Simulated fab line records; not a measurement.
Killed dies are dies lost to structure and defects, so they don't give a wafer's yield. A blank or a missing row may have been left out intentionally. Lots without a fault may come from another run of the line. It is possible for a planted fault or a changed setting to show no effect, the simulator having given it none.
Chamber matching :: flow nandHarc :: NHARC_A_DECK1_JOINT_CMP_13 on cmp-03: 4 sister chambers
The step polishes, target thk 51.023 nm. 8 wafers are shown with their chamber, then 12 later ones without.

EACH WAFER AND ITS CHAMBER
wafer: L084.4
chamber: 2
motorCurrentA (A): 10.5
timeToEndpointS (s): 13.7

wafer: L085.6
chamber: 0
motorCurrentA (A): 12.2
timeToEndpointS (s): 11.3

wafer: L086.1
chamber: 3
motorCurrentA (A): 12.9
timeToEndpointS (s): 9.7

wafer: L086.5
chamber: 0
motorCurrentA (A): 11.9
timeToEndpointS (s): 12.1

wafer: L086.6
chamber: 1
motorCurrentA (A): 13.5
timeToEndpointS (s): 10.0

wafer: L091.1
chamber: 1
motorCurrentA (A): 12.8
timeToEndpointS (s): 10.3

wafer: L091.2
chamber: 2
motorCurrentA (A): 10.9
timeToEndpointS (s): 11.7

wafer: L091.3
chamber: 3
motorCurrentA (A): 12.4
timeToEndpointS (s): 13.4

WAFERS WHOSE CHAMBER IS MISSING
wafer: L093.1
motorCurrentA (A): 12.8
timeToEndpointS (s): 12.0

wafer: L093.3
motorCurrentA (A): 10.6
timeToEndpointS (s): 11.2

wafer: L093.4
motorCurrentA (A): 12.2
timeToEndpointS (s): 12.1

wafer: L095.1
motorCurrentA (A): 13.0
timeToEndpointS (s): 8.3

wafer: L095.2
motorCurrentA (A): 12.5
timeToEndpointS (s): 9.4

wafer: L095.3
motorCurrentA (A): 12.1
timeToEndpointS (s): 9.5

wafer: L095.4
motorCurrentA (A): 11.3
timeToEndpointS (s): 6.9

wafer: L095.5
motorCurrentA (A): 10.2
timeToEndpointS (s): 10.8

wafer: L095.6
motorCurrentA (A): 13.7
timeToEndpointS (s): 10.2

wafer: L097.2
motorCurrentA (A): 11.1
timeToEndpointS (s): 11.2

wafer: L097.3
motorCurrentA (A): 11.4
timeToEndpointS (s): 11.3

wafer: L097.5
motorCurrentA (A): 10.5
timeToEndpointS (s): 10.6

WHICH CHAMBER EACH WENT THROUGH
wafer: L093.1
from the rows above: can't be placed: 3 or 1 or 0
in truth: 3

wafer: L093.3
from the rows above: 2
in truth: 2

wafer: L093.4
from the rows above: can't be placed: 0 or 3
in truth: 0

wafer: L095.1
from the rows above: can't be placed: 1 or 3
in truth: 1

wafer: L095.2
from the rows above: can't be placed: 3 or 1 or 0
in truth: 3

wafer: L095.3
from the rows above: can't be placed: 0 or 3 or 1
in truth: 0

wafer: L095.4
from the rows above: can't be placed: 0 or 2 or 3 or 1
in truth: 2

wafer: L095.5
from the rows above: 2
in truth: 2

wafer: L095.6
from the rows above: can't be placed: 1 or 3
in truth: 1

wafer: L097.2
from the rows above: can't be placed: 2 or 0
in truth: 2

wafer: L097.3
from the rows above: can't be placed: 0 or 2 or 3
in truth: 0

wafer: L097.5
from the rows above: 2
in truth: 2
3 of 12 placed correctly. Unplaceable from these rows: 9, with the true chamber sitting among the candidates in 9. Wrongly placed: 0.
How it was worked out, from the rows above alone: a wafer's distance from a chamber is the root of the sum, over the readings, of the square of ((its reading less the chamber's mean) divided by the reading's scatter). The wafer belongs to the nearest chamber; if the next one is less than 2 further off, it can't be placed. The mean given for a chamber averages the wafers shown for that chamber. How the scatter is found: for the shown wafers, subtract from each reading the mean of its chamber, square and add these, divide the total by (wafers less chambers), then take the root.
